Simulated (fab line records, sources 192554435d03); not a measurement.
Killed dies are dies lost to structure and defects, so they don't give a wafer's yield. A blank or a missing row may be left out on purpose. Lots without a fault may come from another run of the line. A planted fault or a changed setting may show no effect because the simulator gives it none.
A struck lot beside a sound one | flow n5_finfet | 14 steps out of a route of 1938
Sound: wafers L995.2, L995.3, L995.6. Struck: wafers L117.4, L117.5, L117.6. The cause comes at the end.
At each step with rows: each side's tool, then ch and its chambers, then its first start. Under that, the readings that differ: sound wafers | struck wafers | difference of the means | sigmas: that difference in standard deviations of wafers without a fault.
alike: readings whose means differ by less than 2 such deviations, and words and numbers that are the same on both sides. not compared: withheld readings, readings that some wafer has no value for, bounds like >300 that may hide the same value, and numbers for which the record gives no deviation and whose values overlap.
The two part at a step that has a row with sigmas, a row that says differs or no value, or rows on one side only. Numbers that don't overlap but have no deviation are shown without sigmas and don't part them. A reading that every wafer of one side lacks parts them only if that side has two wafers or more.

N5_PASSIVATION_PECVD_00: deposits SiO2 from SiH4/N2O, target thk 200 nm, time 11.2 s.
  sound on pecvd-03 ch 0,1,2, day 16 15:00; struck on pecvd-02 ch 0,1, day 21 18:26
  alike: heater_power_w, showerhead_plenum_p_Torr, throttle_valve_pct
then, 1 step without rows for these wafers: N5_MIM_BOT_DEGAS_01 (time 60 s).
N5_MIM_BOT_SPUTTER_00: material TiN, target thk 35 nm, time 89.7 s.
  sound on pvd_sputter-02, day 16 15:26; struck on pvd_sputter-03, day 21 19:11
  alike: throttle_valve_pct
then, 2 steps without rows for these wafers: N5_MIM_TOP_ALD_00 (deposits Al2O3, purge time 3 s, co reactant pulse time 3 s); N5_MIM_TOP_ALD_01 (deposits HfO2, target thk 5.6 nm, pulse time 1 s, purge time 3 s).
N5_MIM_TOP_ALD_02: deposits Al2O3, purge time 3 s, co reactant pulse time 3 s.
  sound on ald_hk-02 ch 0,1,3; struck on ald_hk-03 ch 0,1,3
  alike: precursor_pulse_height_rel
N5_MIM_TOP_DEGAS_04: time 60 s.
  sound on pvd_sputter-03, day 16 17:47; struck on pvd_sputter-02, day 21 20:25
  alike: heater_power_w
N5_MIM_TOP_SPUTTER_03: material TiN, target thk 35 nm, time 89.7 s.
  sound on pvd_sputter-03, day 16 17:50; struck on pvd_sputter-02, day 21 20:29
  alike: throttle_valve_pct
then, 4 steps without rows for these wafers: N5_MIM_TOP_LITHO_HMDS_01 (time 60 s); N5_MIM_TOP_LITHO_COAT_02; N5_MIM_TOP_LITHO_EBR_04; N5_MIM_TOP_LITHO_SOFTBAKE_03 (time 90 s).
N5_MIM_TOP_LITHO_EXPOSE_05: exposes mask MIM TOP, target cd 2000 nm.
  sound on krf_scanner-01 ch 0, day 16 18:10; struck on krf_scanner-02 ch 0, day 21 20:48
  reading              | sound                | struck               | difference | sigmas
  exposure_dose_mJ_cm2 | 20.490 20.450 20.478 | 20.140 20.123 20.134 | -0.340     | -17
  alike: mask
then, 1 step without rows for these wafers: N5_MIM_TOP_LITHO_PEB_06.

WHERE THEY PART
Only at N5_MIM_TOP_LITHO_EXPOSE_05, within this record.

WHY: what the simulator had put in
Process parameter drift: krf_scanner-02, from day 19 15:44 on, at N5_MIM_TOP_LITHO_EXPOSE_05. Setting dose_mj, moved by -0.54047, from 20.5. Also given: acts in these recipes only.
